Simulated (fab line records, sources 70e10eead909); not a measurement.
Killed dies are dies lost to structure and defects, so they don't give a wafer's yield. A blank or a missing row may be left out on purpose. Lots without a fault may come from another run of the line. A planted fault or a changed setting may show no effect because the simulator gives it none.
Which tool did it? | flow nand_harc | 6 lots, 18 wafers sampled, at 4 steps of a route of 1159

WHAT THE GAUGES READ, wafer by wafer
NHARC_P_GATE_INSPECT_68.
lot  | measured     | on                | raw_defect_count
L966 | day 6 03:25  | defect_inspect-01 | 224 206 148
L967 | day 6 11:10  | defect_inspect-01 | 406 119 194
L969 | day 7 05:25  | defect_inspect-02 | 177 147 310
L972 | day 7 16:48  | defect_inspect-01 | 342 189 162
L974 | day 8 03:40  | defect_inspect-02 | 853 820 859
L985 | day 11 01:40 | defect_inspect-01 | 320 149 343

WHICH TOOL RAN EACH LOT (tool, then ch and the chambers of the sampled wafers, then the start)
lot  | NHARC_P_GATE_STRIP_106             | NHARC_P_GATE_STRIP_111               | NHARC_P_GATE_STRIP_113
L966 | rie_diel-02 ch 0,1,3, day 5 08:00  | plasma_asher-02 ch 0,1, day 5 21:32  | plasma_asher-02 ch 0,1, day 6 01:13
L967 | rie_diel-02 ch 1,2,3, day 5 17:00  | plasma_asher-01 ch 0,1, day 6 05:22  | plasma_asher-01 ch 0,1, day 6 08:38
L969 | rie_diel-04 ch 0,1,3, day 6 11:00  | plasma_asher-01 ch 0,1, day 6 23:07  | plasma_asher-02 ch 0,1, day 7 02:59
L972 | rie_diel-02 ch 0,1,3, day 6 22:00  | plasma_asher-02 ch 0,1, day 7 10:43  | plasma_asher-02 ch 0,1, day 7 14:15
L974 | rie_diel-04 ch 0,3, day 7 09:00    | plasma_asher-02 ch 0,1, day 7 21:43  | plasma_asher-01 ch 0, day 8 01:14
L985 | rie_diel-02 ch 0,1,2, day 10 07:00 | plasma_asher-01 ch 0,1, day 10 19:20 | plasma_asher-02 ch 0,1, day 10 22:59
- NHARC_P_GATE_STRIP_106: strips in O2/COS.
- NHARC_P_GATE_STRIP_111: strips in N2/H2, time 250 s.
- NHARC_P_GATE_STRIP_113: strips in N2/H2, time 740 s.

THE ANSWER, worked out from the rows above alone
Rule: what is usual is taken from the lots themselves. Put in order of their means at a reading, lots are off if they are a third of the lots or fewer, leave a main group of 4 or more, and stand apart from it by a gap of 3 or more times the standard deviation of the main group's means; of several such gaps the widest counts. A main group whose means are all the same, to the digits that the tables above print for the reading, isn't used. A lot without any number at a reading at which 4 lots or more have one is off too. The other lots that the step has rows for count as sound.
Off: L974, at NHARC_P_GATE_INSPECT_68 (raw_defect_count). The main group: mean 229, standard deviation 26.
A tool fits if, at a process step before that reading, it ran every lot that is off, and no sound lot after the first of them. The gauges at NHARC_P_GATE_INSPECT_68 are tried like those tools. Can't be told from this: 4 tools fit, rie_diel-04 at NHARC_P_GATE_STRIP_106, plasma_asher-02 at NHARC_P_GATE_STRIP_111, plasma_asher-01 at NHARC_P_GATE_STRIP_113, defect_inspect-02 at NHARC_P_GATE_INSPECT_68.

WHAT THE SIMULATOR HAD PUT IN
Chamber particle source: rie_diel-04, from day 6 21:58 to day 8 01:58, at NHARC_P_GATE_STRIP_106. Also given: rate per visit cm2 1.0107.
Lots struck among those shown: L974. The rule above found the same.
